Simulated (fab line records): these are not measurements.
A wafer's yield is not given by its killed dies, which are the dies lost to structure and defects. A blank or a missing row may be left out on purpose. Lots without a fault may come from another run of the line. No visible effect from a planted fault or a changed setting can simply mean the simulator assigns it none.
fab line records	flow n5Finfet	part 2 of 2: steps 5 to 6 of 6
record lots=22	wafers=66	lastDay=17
route steps=1938 shown BEOL_M6@1230 BEOL_M7@1267
lots that met no fault: taken from a fault-free run of the same line
startH: start of the lot's first displayed wafer, in hours after the record's first day	waitH: time in hours since the lot's previous step	" same as the row above	L1.1+2: one row covering several wafers at once	- either no value or no given start	* or withheld: withheld	< > ~ a bound
route shown NAME@n: a module of which the file shows steps, and the number in the route of the first	usual: mean/standard deviation of fault-free wafers	same: alike in all rows	chamber/n: place in a boat	sites: each site's reading	_std_site: standard deviation of those values	_edge_site: mean of outer sites minus mean of inner sites	radiusMm: how far each site lies from the wafer's centre	mask NAME#n: copy n	behind: the tool/chamber that last shaped the wafer	hold: reason for holding the lot/hours on hold/outcome of the hold	device: which transistor (n, p or np) failed to switch	end of line: tests of these same wafers at the route's end	a step without rows: its recipe alone	killed: the dies lost at the first sort to structure and to defects; this is not the yield of the wafer	map: the dies of a wafer, with x for killed, . for not killed, _ for no die there
set.NAME: the run value of the setting; set.NAME@STEP: its run value at that earlier step	model.NAME: the simulator's own value behind a step, which no gauge read
a sample of lots followed through the steps of the route, with each step as a table and each wafer as a row
services: from which hour (startH, from the record's first day; less than 0 if before it) a tool's chamber was out of use, for how many hours, and why
## steps
# step N5_BEOL_M7_ETCH_65
# recipe chemistry=CF4	target=SiARC	targetDepthA=156	maskMaterial=CAR-EUV	timeS=26	ionEnergyEv=80	pressureMtorr=40	sourceW=545	biasW=36	Ar_flow_sccm=100	cf4FlowSccm=100	ends=cleared
# usual drypumpMotorCurrentA=5.8/0.53	etchRfOnTimeS=25.8/0.65	oesProductAu=0.69/0.061	rfVppV=184.2/1	showerheadPlenumPTorr=2.15/0.06	throttleValvePct=15.59/0.27
lot.wafer	tool	chamber	startH	waitH	drypumpMotorCurrentA	etchRfOnTimeS	oesProductAu	rfHoursCounterH	rfVppV	showerheadPlenumPTorr	throttleValvePct
L075.2	rieDiel-05	1	194.49	0.0	5.8	26.7	0.63	157	183.5	2.05	15.78
L075.3	"	0	"	"	5.7	25.8	0.67	107	185.4	2.26	15.42
L075.6	"	1	"	"	5.8	26.8	0.63	-	182.9	2.05	15.80
L074.1	rieDiel-05	2	203.30	0.0	5.2	25.9	0.63	178	183.5	2.14	15.51
L074.2	"	3	"	"	6.3	25.7	0.69	104	184.0	2.17	16.00
L074.6	"	2	"	"	5.2	25.7	0.63	-	183.3	2.14	15.50
L076.1	rieDiel-01	2	203.62	0.0	5.4	26.1	0.79	19	182.3	2.09	15.43
L076.3	"	3	"	"	5.2	24.6	0.74	55	185.3	2.17	15.67
L076.4	"	1	"	"	5.5	25.1	0.74	77	184.1	2.16	15.15
L077.2	rieDiel-01	2	221.22	0.0	5.4	25.9	0.78	24	183.7	2.09	15.44
L077.3	"	3	"	"	5.2	24.3	0.72	60	185.0	2.16	15.68
L077.6	"	0	"	"	6.7	26.2	0.71	-	186.1	2.24	15.46
L078.1	rieDiel-04	1	224.63	0.0	5.6	25.8	0.66	129	184.2	2.15	15.59
L078.2	"	0	"	"	6.5	26.5	0.58	246	184.6	2.19	15.84
L078.5	"	1	"	"	5.6	25.5	0.66	-	184.1	2.15	15.58
L079.1	rieDiel-05	0	229.48	0.0	5.7	25.6	0.67	117	185.0	2.25	15.41
L079.5	"	3	"	"	6.3	25.5	0.68	-	183.8	2.17	16.02
L079.6	"	2	"	"	5.2	25.8	0.63	-	183.4	2.14	15.50
L080.1	rieDiel-01	3	233.60	0.0	5.2	24.6	0.73	64	184.9	2.16	15.71
L080.2	"	1	"	"	5.5	24.9	0.74	85	184.6	2.16	15.16
L080.6	"	0	"	"	6.7	26.6	0.71	-	184.7	2.24	15.46
L081.3	rieDiel-04	3	238.40	0.0	5.4	25.4	0.84	1	185.2	2.19	15.12
L081.4	"	1	"	"	5.6	26.2	0.64	132	182.9	2.15	15.58
L081.5	"	3	"	"	5.4	25.6	0.84	-	184.1	2.19	15.11
L082.1	rieDiel-05	2	251.64	0.0	5.1	26.0	0.62	192	184.1	2.13	15.54
L082.3	"	1	"	"	5.7	26.6	0.61	174	182.0	2.04	15.83
L082.4	"	3	"	"	6.3	25.4	0.69	118	185.1	2.17	16.04
L083.4	rieDiel-04	3	260.90	0.0	5.4	25.5	0.81	-	185.7	2.19	15.11
L083.5	"	1	"	"	5.6	26.1	0.64	-	184.2	2.14	15.60
L083.6	"	2	"	"	6.4	26.2	0.62	-	183.4	2.07	16.01
L085.1	rieDiel-05	3	264.24	0.0	6.3	26.0	0.67	122	184.8	2.16	16.03
L085.3	"	1	"	"	5.8	27.2	0.61	176	182.8	2.04	15.83
L085.6	"	3	"	"	6.3	25.8	0.68	-	185.1	2.17	16.03
L084.2	rieDiel-04	0	264.41	0.0	6.5	26.0	0.85	0	184.3	2.19	15.35
L084.4	"	2	"	"	6.5	26.1	0.62	166	183.4	2.06	16.00
L084.5	"	2	"	"	6.5	26.1	0.62	-	183.1	2.06	16.02
L086.2	rieDiel-05	3	266.54	0.0	6.3	25.8	0.67	122	184.1	2.16	16.03
L086.4	"	0	"	"	5.7	25.8	0.66	128	185.1	2.25	15.44
L086.6	"	1	"	"	5.7	26.6	0.62	-	183.9	2.04	15.84
L087.1	rieDiel-05	1	267.10	0.0	5.7	26.9	0.61	177	182.2	2.04	15.82
L087.3	"	0	"	"	5.7	26.1	0.65	128	184.5	2.25	15.44
L087.6	"	2	"	"	5.2	26.0	0.62	-	183.3	2.13	15.54
L091.1	rieDiel-01	1	299.14	0.0	5.5	24.8	0.73	103	184.5	2.15	15.21
L091.2	"	0	"	"	6.7	26.1	0.70	90	184.3	2.24	15.52
L091.4	"	3	"	"	5.2	24.2	0.71	84	185.6	2.16	15.71
L090.2	rieDiel-05	3	301.33	0.0	6.3	25.9	0.67	134	183.4	2.16	16.06
L090.5	"	3	"	"	6.3	25.8	0.67	-	183.1	2.16	16.06
L090.6	"	1	"	"	5.8	26.9	0.60	-	182.9	2.04	15.85
L089.3	rieDiel-04	0	303.22	0.0	6.5	26.6	0.79	11	184.5	2.18	15.38
L089.4	"	3	"	"	5.4	25.5	0.78	23	185.6	2.19	15.14
L089.5	"	3	"	"	5.4	25.5	0.77	-	184.1	2.19	15.16
L093.3	rieDiel-01	3	308.51	0.0	5.2	24.4	0.70	87	185.4	2.15	15.73
L093.4	"	2	"	"	5.3	26.6	0.73	52	183.8	2.08	15.49
L093.5	"	3	"	"	5.2	24.5	0.70	-	185.5	2.15	15.73
L092.2	rieDiel-01	0	311.89	0.0	6.7	26.3	0.69	94	184.7	2.23	15.51
L092.3	"	2	"	"	5.4	26.2	0.73	53	183.4	2.08	15.50
L092.4	"	3	"	"	5.2	24.4	0.70	88	185.1	2.15	15.73
L094.2	rieDiel-01	2	324.70	0.0	5.3	26.2	0.73	57	181.9	2.08	15.50
L094.3	"	3	"	"	5.2	24.6	0.70	92	186.7	2.15	15.75
L094.5	"	2	"	"	5.3	26.2	0.72	-	183.9	2.08	15.49
L095.4	rieDiel-04	1	327.52	0.0	5.6	26.2	0.63	164	184.4	2.14	15.63
L095.5	"	0	"	"	6.5	26.1	0.78	-	185.0	2.18	15.41
L095.6	"	1	"	"	5.6	26.1	0.62	-	184.1	2.14	15.64
L097.1	rieDiel-04	1	334.03	0.0	5.6	25.9	0.63	166	183.0	2.14	15.63
L097.3	"	3	"	"	5.4	25.2	0.77	33	183.2	2.18	15.17
L097.4	"	2	"	"	6.5	25.7	0.61	188	182.6	2.06	16.04
# step N5_BEOL_M7_ETCH_66
# recipe chemistry=N2/H2	target=SOC	targetDepthA=800	overetchA=160	maskMaterial=SiARC	tempC=40	timeS=120	ionEnergyEv=200	pressureMtorr=30	sourceW=840	biasW=150	n2FlowSccm=200	h2FlowSccm=200
# usual drypumpMotorCurrentA=5.8/0.53	oesProductAu=0.61/0.052	rfVppV=524.1/2.2	showerheadPlenumPTorr=2.55/0.081	throttleValvePct=17.86/0.26
lot.wafer	tool	chamber	startH	waitH	drypumpMotorCurrentA	oesProductAu	rfHoursCounterH	rfVppV	showerheadPlenumPTorr	throttleValvePct
L075.2	rieDiel-05	1	194.52	0.0	5.8	0.57	157	519.1	2.43	18.11
L075.3	"	0	"	"	5.7	0.60	107	526.7	2.67	17.56
L075.6	"	1	"	"	5.8	0.58	-	521.6	2.43	18.11
L074.1	rieDiel-05	2	203.33	0.0	5.2	0.56	178	523.3	2.54	17.77
L074.2	"	3	"	"	6.3	0.62	104	523.8	2.55	18.14
L074.6	"	2	"	"	5.2	0.57	-	524.3	2.54	17.77
L076.1	rieDiel-01	2	203.65	0.0	5.4	0.71	19	522.6	2.48	17.68
L076.3	"	3	"	"	5.2	0.63	55	525.4	2.57	17.93
L076.4	"	1	"	"	5.5	0.64	77	524.2	2.58	17.45
L077.2	rieDiel-01	2	221.25	0.0	5.3	0.69	24	522.3	2.48	17.70
L077.3	"	3	"	"	5.2	0.63	60	524.8	2.57	17.94
L077.6	"	0	"	"	6.8	0.66	-	527.1	2.71	17.82
L078.1	rieDiel-04	1	224.66	0.0	5.6	0.58	129	525.8	2.57	18.01
L078.2	"	0	"	"	6.5	0.53	246	524.8	2.62	18.13
L078.5	"	1	"	"	5.6	0.58	-	523.5	2.57	18.01
L079.1	rieDiel-05	0	229.51	0.0	5.7	0.59	117	527.7	2.67	17.59
L079.5	"	3	"	"	6.3	0.61	-	524.9	2.54	18.16
L079.6	"	2	"	"	5.2	0.57	-	522.9	2.53	17.77
L080.1	rieDiel-01	3	233.63	0.0	5.2	0.63	64	524.2	2.57	17.96
L080.2	"	1	"	"	5.5	0.63	85	524.6	2.58	17.45
L080.6	"	0	"	"	6.8	0.64	-	527.6	2.70	17.83
L081.3	rieDiel-04	3	238.43	0.0	5.4	0.75	1	525.0	2.61	17.32
L081.4	"	1	"	"	5.5	0.58	132	524.3	2.56	18.01
L081.5	"	3	"	"	5.4	0.74	-	526.6	2.61	17.34
L082.1	rieDiel-05	2	251.67	0.0	5.2	0.55	192	523.7	2.53	17.79
L082.3	"	1	"	"	5.7	0.56	174	520.2	2.43	18.13
L082.4	"	3	"	"	6.3	0.60	118	524.0	2.54	18.17
L083.4	rieDiel-04	3	260.95	0.0	5.4	0.71	-	524.9	2.60	17.35
L083.5	"	1	"	"	5.6	0.58	-	523.5	2.56	18.04
L083.6	"	2	"	"	6.5	0.56	-	520.6	2.43	18.19
L085.1	rieDiel-05	3	264.27	0.0	6.3	0.60	122	524.5	2.54	18.17
L085.3	"	1	"	"	5.8	0.56	176	522.2	2.43	18.14
L085.6	"	3	"	"	6.3	0.61	-	523.4	2.54	18.18
L084.2	rieDiel-04	0	264.44	0.0	6.5	0.76	0	525.0	2.62	17.73
L084.4	"	2	"	"	6.5	0.55	166	521.2	2.43	18.19
L084.5	"	2	"	"	6.4	0.56	-	520.7	2.43	18.19
L086.2	rieDiel-05	3	266.57	0.0	6.3	0.60	122	524.5	2.54	18.17
L086.4	"	0	"	"	5.7	0.58	128	525.1	2.66	17.62
L086.6	"	1	"	"	5.8	0.56	-	520.6	2.43	18.12
L087.1	rieDiel-05	1	267.13	0.0	5.8	0.55	177	518.7	2.43	18.14
L087.3	"	0	"	"	5.7	0.59	128	526.5	2.66	17.60
L087.6	"	2	"	"	5.2	0.55	-	523.1	2.53	17.79
L091.1	rieDiel-01	1	299.17	0.0	5.5	0.63	103	523.4	2.57	17.49
L091.2	"	0	"	"	6.7	0.63	90	527.1	2.70	17.86
L091.4	"	3	"	"	5.2	0.62	84	524.2	2.56	17.99
L090.2	rieDiel-05	3	301.35	0.0	6.3	0.59	134	524.0	2.53	18.20
L090.5	"	3	"	"	6.3	0.59	-	525.1	2.53	18.18
L090.6	"	1	"	"	5.8	0.56	-	520.6	2.42	18.16
L089.3	rieDiel-04	0	303.25	0.0	6.5	0.72	11	525.8	2.62	17.75
L089.4	"	3	"	"	5.4	0.69	23	525.0	2.60	17.37
L089.5	"	3	"	"	5.4	0.69	-	526.6	2.60	17.37
L093.3	rieDiel-01	3	308.54	0.0	5.2	0.62	87	526.2	2.56	17.99
L093.4	"	2	"	"	5.3	0.66	52	522.0	2.47	17.73
L093.5	"	3	"	"	5.2	0.61	-	524.4	2.56	17.98
L092.2	rieDiel-01	0	311.92	0.0	6.8	0.62	94	527.6	2.69	17.86
L092.3	"	2	"	"	5.3	0.66	53	523.2	2.47	17.74
L092.4	"	3	"	"	5.2	0.60	88	524.2	2.56	18.00
L094.2	rieDiel-01	2	324.72	0.0	5.3	0.65	57	521.5	2.47	17.74
L094.3	"	3	"	"	5.2	0.60	92	525.2	2.56	18.01
L094.5	"	2	"	"	5.3	0.66	-	521.8	2.47	17.75
L095.4	rieDiel-04	1	327.55	0.0	5.6	0.56	164	521.9	2.55	18.07
L095.5	"	0	"	"	6.5	0.70	-	526.7	2.61	17.77
L095.6	"	1	"	"	5.6	0.56	-	522.7	2.55	18.06
L097.1	rieDiel-04	1	334.05	0.0	5.6	0.56	166	523.6	2.55	18.08
L097.3	"	3	"	"	5.4	0.67	33	525.5	2.59	17.39
L097.4	"	2	"	"	6.4	0.54	188	519.8	2.42	18.22
## services
tool	chamber	startH	hours	kind
pvdSputter-03	-	169.46	17.4	repair
rieDiel-02	2	177.14	9.3	repair
rieDiel-02	1	178.63	14.1	repair
rieDiel-03	1	186.86	6.5	repair
rieDiel-01	-	187.24	4.3	pm
rieDiel-04	3	202.30	-	clean
rieDiel-04	3	202.30	-	consumableReplace:focusRing
rieDiel-04	3	202.30	28.8	scheduledDown
rieDiel-04	3	202.30	28.8	ventCycle
rieDiel-03	1	202.38	5.7	repair
rieDiel-01	-	206.39	0.5	repair
rieDiel-03	-	207.12	0.4	repair
rieDiel-02	2	220.79	6.6	repair
rieDiel-02	3	222.10	1.4	repair
rieDiel-04	0	239.05	-	clean
rieDiel-04	0	239.05	-	consumableReplace:focusRing
rieDiel-03	2	246.73	2.6	repair
pvdSputter-01	-	265.60	4.9	repair
rieDiel-01	1	286.80	6.7	repair
rieDiel-05	0	300.39	21.1	repair
rieDiel-05	2	303.66	4.9	repair
pvdSputter-02	-	306.05	1.9	repair
rieDiel-06	-	307.32	2.8	pm
rieDiel-02	-	329.88	24.2	repair
